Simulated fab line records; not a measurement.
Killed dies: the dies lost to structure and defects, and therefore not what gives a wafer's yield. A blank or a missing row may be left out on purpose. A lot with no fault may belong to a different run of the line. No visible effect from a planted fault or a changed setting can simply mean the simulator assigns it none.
Matching of chambers / flow n5_finfet / N5_HKMG_FIN_ALD_74 on ald_hk-02 has 4 sister chambers
The step deposits La2O3, target thk 0.5 nm, pulse time 6 s, co reactant pulse time 1 s. 4 wafers are shown with their chamber, then 8 later ones without.

EACH WAFER AND ITS CHAMBER
wafer=L087.4; chamber=2; heater_power_w (W)=366
wafer=L088.1; chamber=3; heater_power_w (W)=328
wafer=L088.5; chamber=1; heater_power_w (W)=408
wafer=L091.1; chamber=0; heater_power_w (W)=334

WAFERS MISSING THEIR CHAMBER
wafer=L091.2; heater_power_w (W)=316
wafer=L091.4; heater_power_w (W)=375
wafer=L097.1; heater_power_w (W)=334
wafer=L097.2; heater_power_w (W)=383
wafer=L097.3; heater_power_w (W)=317
wafer=L097.4; heater_power_w (W)=416
wafer=L097.5; heater_power_w (W)=349
wafer=L097.6; heater_power_w (W)=318

CHAMBER TAKEN BY EACH
wafer=L091.2; from the rows above=can't be placed: 3 or 0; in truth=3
wafer=L091.4; from the rows above=2; in truth=2
wafer=L097.1; from the rows above=can't be placed: 0 or 3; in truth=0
wafer=L097.2; from the rows above=can't be placed: 2 or 1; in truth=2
wafer=L097.3; from the rows above=can't be placed: 3 or 0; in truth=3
wafer=L097.4; from the rows above=1; in truth=1
wafer=L097.5; from the rows above=can't be placed: 0 or 2 or 3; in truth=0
wafer=L097.6; from the rows above=can't be placed: 3 or 0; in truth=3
Placed correctly: 2 of 8. Cannot be placed on the basis of these rows: 6; the candidates contain the true chamber in 6. 0 placed wrongly.
How it was worked out, from the rows above alone: a wafer's distance from a chamber is the root of the sum, over the readings, of the square of ((its reading less the chamber's mean) divided by the reading's scatter). If the next closest chamber is less than 2 further off than the closest, the wafer can't be placed; otherwise it belongs to the closest. For every chamber, the mean is computed from those of its wafers that are shown. The scatter (one wafer shown for each chamber): square how far every hidden wafer sits from the nearest shown wafer, average those squares and take the square root.
